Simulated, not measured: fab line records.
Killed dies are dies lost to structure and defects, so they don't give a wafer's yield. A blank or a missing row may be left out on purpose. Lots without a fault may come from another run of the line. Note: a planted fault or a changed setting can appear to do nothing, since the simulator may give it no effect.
fab line records	flow n5Finfet
record: lots: 9	wafers: 27	lastDay: 17
route steps=1938 shown SD_EPI_N@278 SD_ACTIVATION@332 BEOL_M4@1111 PASSIVATION@1936
lots untouched by any fault: they come from a run of this same line in which no faults occurred
startH: hours from the record's first day to the start of the lot's first wafer shown	waitH: hours elapsed since this lot's preceding step	" as in the row above	L1.1+2: a row that stands for several wafers	- no value present, or no start provided	* or withheld: withheld	< > ~ a bound
route shown NAME@n: a module of which the file shows steps, and the number in the route of the first	usual: the fault-free wafers' mean and standard deviation	same: alike in all rows	chamber/n: place in a boat	sites: the reading at each site	_std_site: how widely they spread, as a standard deviation	_edge_site: inner sites' mean taken away from outer sites' mean	radiusMm: how far each site lies from the wafer's centre	mask NAME#n: copy n	behind: tool/chamber where the wafer was last shaped	hold: why the lot went on hold/how many hours it stayed there/how the hold came to an end	device: the n, p or np transistor that did not switch	end of line: the route-end tests of the same wafers	a step given without rows: its recipe and nothing more	killed: not the wafer's yield, but the dies lost to structure and defects at the first sort	map: a wafer's dies, marking killed ones x, the rest . and places with no die _
set.NAME: the run value of the setting; set.NAME@STEP: its run value at that earlier step	model.NAME: the simulator's own value behind a step, which no gauge read
a sample of lots followed through the steps of the route, with each step as a table and each wafer as a row
services: from which hour (startH, from the record's first day; less than 0 if before it) a tool's chamber was out of use, for how many hours, and why
== steps ==
step: N5_SD_EPI_N_ETCH_45
recipe: chemistry: CH3F/O2	target: SiOCN	targetDepthA: 60	maskMaterial: SOC	ionEnergyEv: 60	biasW: 29	pressureMtorr: 15	sourceW: 410	Ar_flow_sccm: 150	CH3F_flow_sccm: 30	O2_flow_sccm: 20
usual: drypumpMotorCurrentA: 5.5/0.42	oesProductAu: 0.78/0.098	rfVppV: 127.4/0.96	showerheadPlenumPTorr: 2.01/0.075	throttleValvePct: 23.5/0.33
lot.wafer	tool	chamber	startH	waitH	drypumpMotorCurrentA	oesProductAu	rfHoursCounterH	rfVppV	showerheadPlenumPTorr	throttleValvePct
L421.3	rieDiel-05	1	85.34	0.1	5.6	0.83	80	126.8	1.93	23.2
L421.5	"	3	"	"	6.3	0.71	-	126.5	1.99	23.5
L421.6	"	0	"	"	4.7	0.96	-	127.5	2.06	23.1
L422.1	rieDiel-03	0	91.51	0.1	5.5	0.75	157	126.0	1.92	23.9
L422.3	"	2	"	"	6.0	0.95	11	129.1	2.14	23.1
L422.6	"	0	"	"	5.5	0.75	-	128.1	1.92	23.9
L423.1	rieDiel-05	0	98.98	0.1	4.7	0.94	9	127.0	2.06	23.1
L423.4	"	2	"	"	5.7	0.69	200	126.9	1.95	23.2
L423.5	"	2	"	"	5.8	0.69	-	126.9	1.95	23.2
L424.1	rieDiel-01	3	103.24	0.1	5.6	0.81	77	127.0	2.02	23.1
L424.2	"	2	"	"	5.9	0.71	231	126.7	1.90	23.8
L424.3	"	1	"	"	5.0	0.71	193	127.9	2.07	23.8
L426.1	rieDiel-05	2	115.85	0.1	5.8	0.69	207	126.8	1.95	23.2
L426.3	"	0	"	"	4.7	0.93	16	127.2	2.05	23.1
L426.6	"	0	"	"	4.7	0.92	-	128.1	2.05	23.1
L432.2	rieDiel-03	2	152.83	0.1	6.0	0.92	27	128.2	2.13	23.2
L432.5	"	1	"	"	5.0	0.69	-	127.5	1.89	23.5
L432.6	"	2	"	"	6.0	0.93	-	129.4	2.13	23.2
L435.3	rieDiel-03	0	171.20	0.1	5.5	0.72	180	126.6	1.91	23.9
L435.4	"	2	"	"	6.0	0.92	-	128.5	2.13	23.2
L435.5	"	3	"	"	5.4	0.80	-	127.3	2.11	23.3
L436.1	rieDiel-01	0	179.50	0.1	5.8	0.93	10	126.9	2.06	23.5
L436.4	"	0	"	"	5.8	0.93	-	128.2	2.06	23.5
L436.6	"	1	"	"	5.0	0.68	-	127.5	2.06	23.8
L438.1	rieDiel-01	0	189.38	0.1	5.8	0.93	14	128.3	2.06	23.5
L438.3	"	3	"	"	5.6	0.78	114	127.9	2.01	23.1
L438.6	"	2	"	"	5.9	0.99	-	128.5	2.14	23.4
step: N5_SD_EPI_N_SD_RECESS_17
recipe: chemistry: HBr/Cl2/O2	targetDepthA: 410	maskMaterial: SOC	timeS: 23.7	btTimeS: 3	pressureMtorr: 10	icpW: 800	biasW: 112	HBr_flow_sccm: 150	Cl2_flow_sccm: 80	O2_flow_sccm: 12
usual: drypumpMotorCurrentA: 5.5/0.42	oesProductAu: 1.001/0.016	throttleValvePct: 37.2/0.44
lot.wafer	tool	chamber	startH	waitH	drypumpMotorCurrentA	oesProductAu	rfHoursCounterH	throttleValvePct
L421.3	rieSi-03	2	85.51	0.0	5.5	1.018	60	37.5
L421.5	"	2	"	"	5.6	1.027	-	37.5
L421.6	"	3	"	"	4.8	1.007	-	37.3
L422.1	rieSi-05	3	91.68	0.0	5.1	1.004	29	36.3
L422.3	"	2	"	"	5.6	1.032	8	37.0
L422.6	"	0	"	"	5.8	0.977	-	37.7
L423.1	rieSi-06	2	99.15	0.0	6.1	0.995	1	37.4
L423.4	"	1	"	"	5.7	0.974	22	37.4
L423.5	"	1	"	"	5.7	0.970	-	37.4
L424.1	rieSi-06	1	103.41	0.0	5.7	0.983	22	37.4
L424.2	"	3	"	"	5.0	1.007	7	37.5
L424.3	"	0	"	"	5.8	1.006	132	37.3
L426.1	rieSi-06	1	116.02	0.0	5.7	0.974	22	37.4
L426.3	"	2	"	"	6.1	0.997	1	37.4
L426.6	"	3	"	"	5.0	1.009	-	37.4
L432.2	rieSi-03	0	153.00	0.0	5.6	0.995	22	37.0
L432.5	"	1	"	"	5.3	1.014	-	36.2
L432.6	"	0	"	"	5.6	0.995	-	37.0
L435.3	rieSi-06	1	171.38	0.0	5.7	0.975	23	37.4
L435.4	"	2	"	"	6.1	0.993	2	37.4
L435.5	"	0	"	"	5.7	1.007	-	37.3
L436.1	rieSi-05	1	179.67	0.0	6.1	1.001	66	37.3
L436.4	"	0	"	"	5.8	0.978	136	37.8
L436.6	"	3	"	"	5.1	0.996	-	36.3
L438.1	rieSi-03	3	189.55	0.0	4.8	1.003	69	37.3
L438.3	"	2	"	"	5.5	1.015	62	37.5
L438.6	"	3	"	"	4.8	1.006	-	37.3
step: N5_SD_EPI_N_EPI_21
recipe: material: Si:P	dopant: P	tempC: 680	pressureTorr: 255	timeS: 690
usual: chamberPressureTorr: 255.1/0.64
lot.wafer	tool	chamber	startH	waitH	chamberPressureTorr
L421.3	epiRpcvd-02	0	87.65	0.9	254.6
L421.5	"	0	"	"	254.7
L421.6	"	0	"	"	253.5
L422.1	epiRpcvd-02	0	92.85	0.2	254.7
L422.3	"	0	"	"	254.6
L422.6	"	0	94.71	1.9	254.8
L423.1	epiRpcvd-02	0	100.14	0.1	254.6
L423.4	"	0	"	"	254.7
L423.5	"	0	"	"	254.3
L424.1	epiRpcvd-01	0	104.58	0.2	254.6
L424.2	"	0	"	"	254.9
L424.3	"	0	"	"	255.8
L426.1	epiRpcvd-02	0	117.03	0.1	253.9
L426.3	"	0	"	"	255.4
L426.6	"	0	"	"	254.9
L432.2	epiRpcvd-02	0	154.27	0.4	362.0
L432.5	"	0	"	"	362.5
L432.6	"	0	"	"	361.8
L435.3	epiRpcvd-02	0	172.93	0.7	360.9
L435.4	"	0	"	"	361.6
L435.5	"	0	"	"	361.3
L436.1	epiRpcvd-04	0	180.88	0.1	254.5
L436.4	"	0	"	"	254.2
L436.6	"	0	"	"	254.8
L438.1	epiRpcvd-01	0	191.08	0.4	255.5
L438.3	"	0	192.41	1.5	254.9
L438.6	"	0	194.40	3.3	254.2
step: N5_SD_EPI_N_EPI_MEAS_23
recipe: mode: xrd
usual: thkNm: 59.1/1.2
lot.wafer	tool	chamber	startH	waitH	thkNm
L421.3	filmMetro-01	-	89.19	1.2	56.5
L421.5	"	-	"	"	59.2
L421.6	"	-	"	"	59.9
L422.1	filmMetro-02	-	95.13	1.9	58.5
L422.3	"	-	"	"	58.4
L422.6	"	-	"	"	59.0
L423.1	filmMetro-02	-	101.85	1.4	58.9
L423.4	"	-	"	"	59.5
L423.5	"	-	"	"	61.0
L424.1	filmMetro-02	-	106.86	1.9	60.9
L424.2	"	-	"	"	60.7
L424.3	"	-	"	"	61.8
L426.1	filmMetro-02	-	118.74	1.4	62.1
L426.3	"	-	"	"	58.9
L426.6	"	-	"	"	60.2
L432.2	filmMetro-02	-	155.71	1.2	68.4
L432.5	"	-	"	"	67.7
L432.6	"	-	"	"	67.7
L435.3	filmMetro-01	-	174.09	0.9	68.2
L435.4	"	-	"	"	68.1
L435.5	"	-	"	"	67.9
L436.1	filmMetro-01	-	182.60	1.4	59.9
L436.4	"	-	"	"	59.3
L436.6	"	-	"	"	59.7
L438.1	filmMetro-02	-	195.10	3.4	58.6
L438.3	"	-	"	"	60.5
L438.6	"	-	"	"	58.4
step: N5_SD_EPI_N_LINER_46
recipe: material: SiNx	targetThkA: 30	tempC: 400	aldPrecursorFamily: SiH2I2	aldCoReactant: N2/H2-plasma	pressureTorr: 2
usual: chamberPressureTorr: 2.000/0.0045	heaterPowerW: 849/91
lot.wafer	tool	chamber	startH	waitH	chamberPressureTorr	heaterPowerW
L421.3	aldSin-04	2	89.59	0.2	1.998	876
L421.5	"	2	"	"	1.993	899
L421.6	"	3	"	"	1.998	720
L422.1	aldSin-04	1	95.89	0.6	2.009	948
L422.3	"	2	"	"	1.995	910
L422.6	"	3	"	"	1.999	732
L423.1	aldSin-01	1	102.40	0.4	1.998	871
L423.4	"	0	"	"	1.998	914
L423.5	"	1	"	"	2.006	897
L424.1	aldSin-02	3	107.16	0.2	2.003	727
L424.2	"	0	"	"	2.002	800
L424.3	"	1	"	"	2.009	989
L426.1	aldSin-04	3	119.05	0.2	1.991	727
L426.3	"	2	"	"	1.998	907
L426.6	"	0	"	"	2.000	789
L432.2	aldSin-02	1	156.01	0.1	2.004	971
L432.5	"	0	"	"	1.996	818
L432.6	"	1	"	"	1.994	985
L435.3	aldSin-01	1	174.39	0.1	1.994	853
L435.4	"	2	"	"	2.001	850
L435.5	"	1	"	"	2.000	887
L436.1	aldSin-01	2	182.90	0.2	2.006	839
L436.4	"	0	"	"	2.000	937
L436.6	"	1	"	"	2.004	898
L438.1	aldSin-04	3	195.40	0.2	2.001	725
L438.3	"	2	"	"	2.004	880
L438.6	"	2	"	"	1.999	864
step: N5_SD_ACTIVATION_RS_MEAS_03
recipe: thkMeasGauge: four-point-probe
usual: RS_SD_N: 21.89/0.28	RS_SD_P: 56.2/0.9
lot.wafer	tool	chamber	startH	waitH	RS_SD_N[ohm/sq]	RS_SD_P[ohm/sq]
L421.3	filmMetro-01	-	94.41	0.2	21.92	55.4
L421.5	"	-	"	"	21.56	56.5
L421.6	"	-	"	"	21.71	57.0
L422.1	filmMetro-01	-	101.65	0.2	22.03	56.4
L422.3	"	-	"	"	21.90	56.4
L422.6	"	-	"	"	22.25	56.1
L423.1	filmMetro-02	-	107.34	0.2	21.37	54.2
L423.4	"	-	"	"	22.22	53.7
L423.5	"	-	"	"	21.70	53.8
L424.1	filmMetro-01	-	111.94	0.2	21.31	57.9
L424.2	"	-	"	"	21.35	56.3
L424.3	"	-	"	"	21.53	55.8
L426.1	filmMetro-01	-	124.94	0.2	21.40	56.1
L426.3	"	-	"	"	21.67	55.9
L426.6	"	-	"	"	21.96	55.7
L432.2	filmMetro-01	-	160.92	0.2	18.67	58.1
L432.5	"	-	"	"	18.52	57.9
L432.6	"	-	"	"	18.85	57.7
L435.3	filmMetro-01	-	179.32	0.2	18.56	55.6
L435.4	"	-	"	"	18.35	54.9
L435.5	"	-	"	"	18.32	56.3
L436.1	filmMetro-01	-	187.66	0.2	22.21	55.6
L436.4	"	-	"	"	21.82	56.5
L436.6	"	-	"	"	22.02	55.1
L438.1	filmMetro-02	-	202.25	0.2	21.69	56.8
L438.3	"	-	"	"	21.90	55.4
L438.6	"	-	"	"	21.76	56.3
step: N5_BEOL_M4_RC_MEAS_101
usual: DIBL_N: 37.5/2.5	DIBL_P: 38/3.1	IOFF_N: 0.19/0.059	IOFF_P: 0.24/0.061	ION_N: 679/16	ION_P: 465/9.8	RS_SD_N: 28.4/0.39	SS_N: 72.0/0.8	SS_P: 73.7/0.86	VT_N: 248/4.5	VT_P: -249/3.5
lot.wafer	tool	chamber	startH	waitH	DIBL_N[mV/V]	DIBL_P[mV/V]	IOFF_N[nA/um]	IOFF_P[nA/um]	ION_N[uA/um]	ION_P[uA/um]	RS_SD_N[ohm/sq]	SS_N[mV/dec]	SS_P[mV/dec]	VT_N[mV]	VT_P[mV]
L421.3	prober-01	0	215.59	0.3	33.7	34	0.12	0.17	662	453	28.2	71.2	72.9	255	-252
L421.5	"	0	"	"	37.1	39	0.18	0.23	677	464	28.0	71.8	73.8	249	-246
L421.6	"	0	"	"	41.1	44	0.31	0.34	705	477	28.1	73.1	75.8	244	-245
L422.1	prober-02	0	221.67	0.0	35.9	37	0.16	0.20	667	459	28.6	72.3	73.8	251	-252
L422.3	"	0	"	"	37.2	37	0.19	0.20	680	461	28.5	72.0	73.0	249	-251
L422.6	"	0	"	"	33.6	34	0.11	0.17	659	451	28.6	70.9	73.0	255	-254
L424.1	prober-01	0	225.41	0.0	41.4	40	0.27	0.33	702	477	27.3	72.5	74.7	244	-244
L424.2	"	0	"	"	37.6	35	0.15	0.21	671	458	27.5	71.6	73.5	255	-247
L424.3	"	0	"	"	38.9	38	0.19	0.28	679	468	27.4	72.4	73.4	246	-244
L423.1	prober-01	0	237.18	0.1	34.4	35	0.10	0.16	657	453	27.9	70.8	73.2	260	-253
L423.4	"	0	"	"	38.7	39	0.18	0.24	673	467	28.2	71.8	74.1	247	-249
L423.5	"	0	"	"	37.1	37	0.14	0.20	651	452	28.2	71.5	73.1	252	-251
L426.1	prober-02	0	252.06	0.0	39.0	40	0.23	0.28	694	469	27.8	71.8	73.5	244	-247
L426.3	"	0	"	"	36.6	38	0.17	0.24	672	463	28.6	71.9	73.4	249	-248
L426.6	"	0	"	"	42.2	45	0.37	0.43	714	484	28.0	72.8	74.8	238	-242
L432.2	prober-01	0	283.52	0.2	41.4	41	0.27	0.26	708	471	24.4	72.3	74.2	241	-248
L432.5	"	0	"	"	39.1	37	0.22	0.20	675	453	24.2	72.7	73.8	249	-255
L432.6	"	0	"	"	35.1	34	0.13	0.16	668	449	24.4	72.1	72.4	253	-254
L436.1	prober-01	0	310.43	0.0	38.6	42	0.21	0.29	685	475	28.7	72.0	74.4	247	-249
L436.4	"	0	"	"	39.0	39	0.20	0.23	676	455	28.6	71.8	74.7	247	-251
L436.6	"	0	"	"	39.9	41	0.23	0.26	687	466	28.3	72.2	74.6	245	-249
L435.3	prober-02	0	310.66	0.3	41.2	38	0.26	0.26	695	465	23.9	72.9	73.8	244	-249
L435.4	"	0	"	"	39.3	36	0.18	0.22	672	460	23.7	73.1	73.4	248	-249
L435.5	"	0	"	"	40.6	38	0.23	0.25	698	466	23.7	71.9	74.0	248	-248
L438.1	prober-02	0	317.13	0.0	36.5	37	0.18	0.22	681	462	28.2	72.6	73.0	250	-249
L438.3	"	0	"	"	36.5	39	0.19	0.27	690	476	28.2	72.7	74.0	247	-247
L438.6	"	0	"	"	36.0	37	0.15	0.20	677	461	28.1	72.3	73.7	253	-253
step: N5_PASSIVATION_PROBE_49
usual: defectLimitedYield: 91.0/1.4	killed_at_M0_to_M3: 35/10	killed_at_M4_up: 14/5.5	killedAtContacts: 13/5.6	killedAtFrontEnd: 41/11	killedAtOther: 4/3.4	killedDies: 106/16	killedOpen: 68/12	killedShort: 35/7.3	sort_bin_4_leakage: 0.3/2.1	sort_bin_5_function: 5.3/0.89	sort_bin_6_memory: 3.4/0.67	sortNPass: 1070/28	sortYieldPct: 90.7/2.4
same: grossDies: 1180	killedAtBackSide: 0	sort_bin_8_speed[%]: 0
lot.wafer	tool	chamber	startH	waitH	defectLimitedYield[%]	killed_at_M0_to_M3	killed_at_M4_up	killedAtContacts	killedAtFrontEnd	killedAtOther	killedDies	killedOpen	killedShort	sort_bin_4_leakage[%]	sort_bin_5_function[%]	sort_bin_6_memory[%]	sortNPass	sortYieldPct[%]
L435.3	prober-02	-	411.54	0.1	90.4	27	7	14	63	2	113	63	40	0.1	5.3	3.3	1066	90.3
killed by level:class
L435.3 FIN_SAQP:geometricParticle:short=18 MOL_CONTACT_COAG:geometricParticle:open=12 BEOL_M3:geometricParticle:open=8 FIN_SAQP:geometricParticle:open=7 STI_FIN_REVEAL:geometricParticle:open=7 HKMG_FIN:areaEtch=7 DUMMY_GATE:geometricParticle:open=6 BEOL_M0_SAQP:geometricParticle:open=6
== services ==
tool	chamber	startH	hours	kind
rieSi-05	2	65.76	9.9	repair
rieDiel-05	2	79.97	7.6	repair
epiRpcvd-02	-	89.15	2.8	pm
rieDiel-01	3	91.95	1.8	repair
rieSi-03	3	98.87	5.6	repair
rieDiel-03	3	102.94	20.2	repair
rieDiel-03	2	110.03	1.3	repair
rieDiel-03	-	114.49	14.6	pm
rieDiel-01	3	120.80	2.2	repair
rieDiel-01	1	123.00	5.2	repair
epiRpcvd-04	-	128.08	2.8	pm
aldSin-02	2	140.54	34.7	repair
rieDiel-03	0	167.94	1.8	repair
aldSin-01	3	170.45	13.0	repair
aldSin-04	-	176.75	14.0	pm
aldSin-04	0	176.75	14.0	ventCycle
aldSin-04	1	176.75	14.0	ventCycle
aldSin-04	2	176.75	14.0	ventCycle
aldSin-04	3	176.75	14.0	ventCycle
rieSi-05	2	186.49	2.9	repair
aldSin-02	-	187.18	6.0	pm
aldSin-04	0	190.75	-	clean
aldSin-04	1	190.75	-	clean
epiRpcvd-04	-	191.03	8.1	pm
== key ==
firstSign: step: N5_SD_EPI_N_EPI_21	reading: chamberPressureTorr	direction: up	sigmas: 99+	usual: 255.1	struck: 361.7
effect: step: N5_SD_EPI_N_EPI_MEAS_23	reading: thkNm	direction: up	sigmas: 7.2	usual: *	struck: *
effect: step: N5_SD_ACTIVATION_RS_MEAS_03	reading: RS_SD_N	direction: down	sigmas: 12	usual: 21.89	struck: 18.55
effect: step: N5_BEOL_M4_RC_MEAS_101	reading: RS_SD_N	direction: down	sigmas: 11	usual: 28.4	struck: 24.0
metAt N5_SD_EPI_N_EPI_21
struckLots L432,L435
notActingAt N5_SD_EPI_N_ETCH_45,N5_SD_EPI_N_SD_RECESS_17,N5_SD_EPI_N_LINER_46
onsetBetween 117.03 154.27
fault: kind: processParameterDrift	tool: epiRpcvd-02	chamber: -	onsetH: 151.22	steps: N5_SD_EPI_N_EPI_21	channel: pressureTorr	offset: 106.19	shape: step	endH: 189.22	actsIn: theseRecipesOnly	stated: 255
